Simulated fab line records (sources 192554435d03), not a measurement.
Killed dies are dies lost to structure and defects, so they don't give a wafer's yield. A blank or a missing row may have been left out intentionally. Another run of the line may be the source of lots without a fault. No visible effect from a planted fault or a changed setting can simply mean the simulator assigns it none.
Split-lot study :: flow n5-finfet :: route with 1938 steps; 7 lots, 21 wafers read

## THE SPLIT ITSELF
At N5_HKMG_FIN_ETCH_54 (etches SiARC in CF4, target depth 45.5 nm, time 75.8 s), the setting source-w was moved away from the recipe's 545 W on 11 of the 21 wafers read, by -17.9% to +17.7%. All remaining wafers had this setting at the recipe value.

Reading taken at the split's own step.

## THE READING
rf-vpp-V, in V, at N5_HKMG_FIN_ETCH_54 (etches SiARC in CF4, target depth 45.5 nm, time 75.8 s). On this fab line, fault-free wafers typically give 183.6 V with a standard deviation of 0.95 V.

wafer: L074.3
tool, chamber at the split: rie-diel-05, 1
source-w as run, W: 545
against the recipe: recipe
rf-vpp-V, V: 184.1
against lot-mates on the recipe: -

wafer: L074.5
tool, chamber at the split: rie-diel-05, 2
source-w as run, W: 511.7
against the recipe: -6.1%
rf-vpp-V, V: 188.0
against lot-mates on the recipe: +4.9

wafer: L074.6
tool, chamber at the split: rie-diel-05, 3
source-w as run, W: 545
against the recipe: recipe
rf-vpp-V, V: 182.1
against lot-mates on the recipe: -

wafer: L081.1
tool, chamber at the split: rie-diel-02, 2
source-w as run, W: 545
against the recipe: recipe
rf-vpp-V, V: 182.5
against lot-mates on the recipe: -

wafer: L081.2
tool, chamber at the split: rie-diel-02, 0
source-w as run, W: 605
against the recipe: +11.0%
rf-vpp-V, V: 175.0
against lot-mates on the recipe: -7.5

wafer: L081.6
tool, chamber at the split: rie-diel-02, 0
source-w as run, W: 605
against the recipe: +11.0%
rf-vpp-V, V: 176.9
against lot-mates on the recipe: -5.6

wafer: L082.2
tool, chamber at the split: rie-diel-05, 1
source-w as run, W: 641.2
against the recipe: +17.7%
rf-vpp-V, V: 172.6
against lot-mates on the recipe: -10.2

wafer: L082.3
tool, chamber at the split: rie-diel-05, 3
source-w as run, W: 545
against the recipe: recipe
rf-vpp-V, V: 182.8
against lot-mates on the recipe: -

wafer: L082.4
tool, chamber at the split: rie-diel-05, 0
source-w as run, W: 641.2
against the recipe: +17.7%
rf-vpp-V, V: 173.5
against lot-mates on the recipe: -9.3

wafer: L089.2
tool, chamber at the split: rie-diel-05, 3
source-w as run, W: 545
against the recipe: recipe
rf-vpp-V, V: 182.3
against lot-mates on the recipe: -

wafer: L089.4
tool, chamber at the split: rie-diel-05, 2
source-w as run, W: 545
against the recipe: recipe
rf-vpp-V, V: 183.6
against lot-mates on the recipe: -

wafer: L089.6
tool, chamber at the split: rie-diel-05, 3
source-w as run, W: 545
against the recipe: recipe
rf-vpp-V, V: 184.0
against lot-mates on the recipe: -

wafer: L092.1
tool, chamber at the split: rie-diel-06, 0
source-w as run, W: 614.7
against the recipe: +12.8%
rf-vpp-V, V: 175.8
against lot-mates on the recipe: -6.2

wafer: L092.3
tool, chamber at the split: rie-diel-06, 2
source-w as run, W: 545
against the recipe: recipe
rf-vpp-V, V: 182.0
against lot-mates on the recipe: -

wafer: L092.5
tool, chamber at the split: rie-diel-06, 2
source-w as run, W: 614.7
against the recipe: +12.8%
rf-vpp-V, V: 176.5
against lot-mates on the recipe: -5.5

wafer: L093.2
tool, chamber at the split: rie-diel-05, 2
source-w as run, W: 545
against the recipe: recipe
rf-vpp-V, V: 184.4
against lot-mates on the recipe: -

wafer: L093.4
tool, chamber at the split: rie-diel-05, 3
source-w as run, W: 590.2
against the recipe: +8.3%
rf-vpp-V, V: 178.4
against lot-mates on the recipe: -6.0

wafer: L093.6
tool, chamber at the split: rie-diel-05, 0
source-w as run, W: 590.2
against the recipe: +8.3%
rf-vpp-V, V: 178.1
against lot-mates on the recipe: -6.3

wafer: L096.1
tool, chamber at the split: rie-diel-02, 3
source-w as run, W: 545
against the recipe: recipe
rf-vpp-V, V: 185.1
against lot-mates on the recipe: -

wafer: L096.5
tool, chamber at the split: rie-diel-02, 0
source-w as run, W: 447.7
against the recipe: -17.9%
rf-vpp-V, V: 195.3
against lot-mates on the recipe: +10.2

wafer: L096.6
tool, chamber at the split: rie-diel-02, 3
source-w as run, W: 447.7
against the recipe: -17.9%
rf-vpp-V, V: 197.6
against lot-mates on the recipe: +12.5

FIT RESULTS
A straight line over all 21 wafers: rf-vpp-V changes by -0.655 V for each +1% of source-w; r = -0.99; the points scatter about the line by 1.1 V.
The same after taking each lot's own level away (the mean of its wafers on the recipe; 21 wafers): -0.593 V for each +1%; r = -0.98; scatter 1 V.
The reading moves by 11 V for the largest change in source-w, on that fit.
The span of the lots' own levels, 182.00 to 185.10 V, comes to 3.3 times the standard deviation stated above.
So the lot-to-lot level changes the slope: the two fits differ.
Check: with one of the wafers moved furthest among these (-17.9%) left out of the fit, the line predicts +11.1 V for it against its lot-mates. It came out at +10.2 V against them.
Tool readings at the split's step, against how far the setting was moved: etch-rf-on-time-s r = -0.94; rf-vpp-V r = -0.99.

## THE OTHER SPLITS THESE WAFERS WENT THROUGH
Other splits were also applied to these wafers ahead of the reading. Each is held against what the fit with the lots' levels taken away leaves over:
other split on the same wafers: N5_SD_EPI_N_PEB_07 peb-temp-c
wafers away from the commonest value: 4
r with rf-vpp-V (lot level and that fit taken away): -0.09

other split on the same wafers: N5_ILD0_CMP_12 down-force-psi
wafers away from the commonest value: 5
r with rf-vpp-V (lot level and that fit taken away): -0.07

other split on the same wafers: N5_SDB_COAT_05 spin-rpm
wafers away from the commonest value: 7
r with rf-vpp-V (lot level and that fit taken away): -0.05

## THE WHOLE CHAIN: every reading that the file lists as answering this split, in the file's order
step: N5_HKMG_FIN_ETCH_54
what it does: etches SiARC in CF4, target depth 45.5 nm, time 75.8 s
reading: etch-rf-on-time-s
change (the file's fit): withheld for each +1% of the setting
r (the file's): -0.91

step: N5_HKMG_FIN_ETCH_54
what it does: etches SiARC in CF4, target depth 45.5 nm, time 75.8 s
reading: rf-vpp-V
change (the file's fit): -0.589 V for each +1% of the setting
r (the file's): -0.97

## THE FILE'S OWN FIT
rf-vpp-V changes by -0.589 V for each +1% of source-w, r = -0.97.
